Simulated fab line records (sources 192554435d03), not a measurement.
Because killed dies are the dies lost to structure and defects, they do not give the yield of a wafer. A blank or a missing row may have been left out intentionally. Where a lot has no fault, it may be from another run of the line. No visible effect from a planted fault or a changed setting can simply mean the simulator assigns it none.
Struck lot and sound lot, side by side | flow n5 finfet | 36 out of 1938 route steps
Sound: the wafers L196.1, L196.2, L196.4. Struck: wafer L204.1. (L204.2, L204.6 of the same lot were not struck and are left out.) The cause comes at the end.
Per side, at each step with rows, come the tool, then ch with its chambers, and then its first start. Under that, the readings that differ: sound wafers | struck wafers | difference of the means | sigmas: that difference in standard deviations of wafers without a fault.
alike: readings whose means differ by less than 2 such deviations, and words and numbers that are the same on both sides. not compared: withheld readings, readings that some wafer has no value for, bounds like >300 that may hide the same value, and numbers for which the record gives no deviation and whose values overlap.
Wherever a step has rows on one side only, a row that says differs or no value, or a row with sigmas, the two part there. Non-overlapping numbers with no deviation appear without sigmas and do not part them. A reading that every wafer of one side lacks parts them only if that side has two wafers or more.

first, 9 steps without rows for these wafers: N5_BEOL_M6_ALD_77 (deposits TaN, target thk 2 nm, pulse time 2 s, purge time 3 s); N5_BEOL_M6_SURFACE_TREAT_79; N5_BEOL_M6_CVD_78 (deposits Co from CCTBA/H2, target thk 2 nm, time 142.3 s); N5_BEOL_M6_SPUTTER_48 (material Cu, target thk 10 nm, time 1.667 s); N5_BEOL_M6_ECD_50 (material Cu, target thk 300 nm); N5_BEOL_M6_ANNEAL_51 (time 90 s); N5_BEOL_M6_CMP_52 (polishes, stops on SiCOH lowk, t overpolish 6.9 s, target thk 80 nm); N5_BEOL_M6_PRE_CLEAN_55 (time 15 s); N5_BEOL_M6_DEP_56 (deposits SiCN from 3MS/NH3, target thk 10 nm, time 17.5 s).
N5_BEOL_M7_ILD_DEP_00: deposits SiCOH lowk from DEMS/porogen, target thk 179.75 nm, time 33.4 s.
  sound on pecvd-04 ch 0,2, day 12 00:52; struck on pecvd-04 ch 0, day 14 06:19
  reading                                            | sound                | struck | difference | sigmas
  susceptor temp C (C)                               | 299.98 299.92 300.04 | 304.86 | +4.88      | +27
  model.SiCOH_lowk_of_BEOL_M7_ILD_DEP_00.thk nm (nm) | 184.6 184 183.6      | 176.4  | -7.7       |
  alike: chamber pressure Torr, heater power w, rf fwd power W, showerhead plenum p Torr, throttle valve pct
then, 24 steps without rows for these wafers: N5_BEOL_M7_CURE_74 (cures SiCOH lowk, time 240 s); N5_BEOL_M7_PECVD_70 (deposits SiO2 from TEOS/O2, target thk 20 nm, time 22.7 s); N5_BEOL_M7_HM_DEP_02 (deposits TiN, target thk 20 nm); N5_BEOL_M7_COAT_59 (time 60 s, resist thk 100 nm); N5_BEOL_M7_COAT_60 (time 60 s, resist thk 35 nm); N5_BEOL_M7_COAT_05 (resist thk 90 nm); N5_BEOL_M7_EBR_07; N5_BEOL_M7_SOFTBAKE_06 (time 60 s); N5_BEOL_M7_EXPOSE_08 (exposes mask M7); N5_BEOL_M7_PEB_09 (peb time 60 s); N5_BEOL_M7_DEVELOP_10 (develop time 30 s); N5_BEOL_M7_DESCUM_16 (chemistry O2, time 7.9 s); N5_BEOL_M7_ETCH_61 (etches SiARC in CF4, target depth 45.5 nm, time 75.8 s); N5_BEOL_M7_ETCH_62 (etches SOC in N2/H2, target depth 110 nm, overetch 22 nm, time 165 s); N5_BEOL_M7_STRIP_68 (strips in N2/H2); N5_BEOL_M7_STRIP_67 (strips in CF4); N5_BEOL_M7_HM_OPEN_17 (chemistry Cl2/BCl3, target TiN, target depth 20 nm, overetch 6 nm); N5_BEOL_M7_STRIP_19 (strips in O2); N5_BEOL_M7_COAT_63 (time 60 s, resist thk 60 nm); N5_BEOL_M7_COAT_64 (time 60 s, resist thk 12 nm); N5_BEOL_M7_COAT_71 (time 60 s, resist thk 5 nm); N5_BEOL_M7_COAT_22 (resist thk 30 nm); N5_BEOL_M7_EBR_24; N5_BEOL_M7_SOFTBAKE_23 (time 60 s).
N5_BEOL_M7_CMP_52: polishes, stops on SiCOH lowk, t overpolish 6.9 s, target thk 80 nm.
  sound on cmp-04 ch 1,2,3, day 12 08:52; struck on cmp-01 ch 3, day 14 13:02
  reading                                            | sound             | struck | difference | sigmas
  model.SiCOH_lowk_of_BEOL_M7_ILD_DEP_00.thk nm (nm) | 156.2 155.8 155.4 | 149    | -7         |
  alike: barrier field endpoint s, motor current A, overpolish run s, time to endpoint s
N5_PASSIVATION_PROBE_49:
  the record has rows for the sound wafers here (prober-02, day 16 11:22) and none for the struck ones

== WHERE THEY PART ==
Last at N5_PASSIVATION_PROBE_49 as far as this record goes, first at N5_BEOL_M7_ILD_DEP_00.

WHY: whatever the simulator had introduced
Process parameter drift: pecvd-04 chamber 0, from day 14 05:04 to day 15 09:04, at N5_BEOL_M7_ILD_DEP_00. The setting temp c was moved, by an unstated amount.
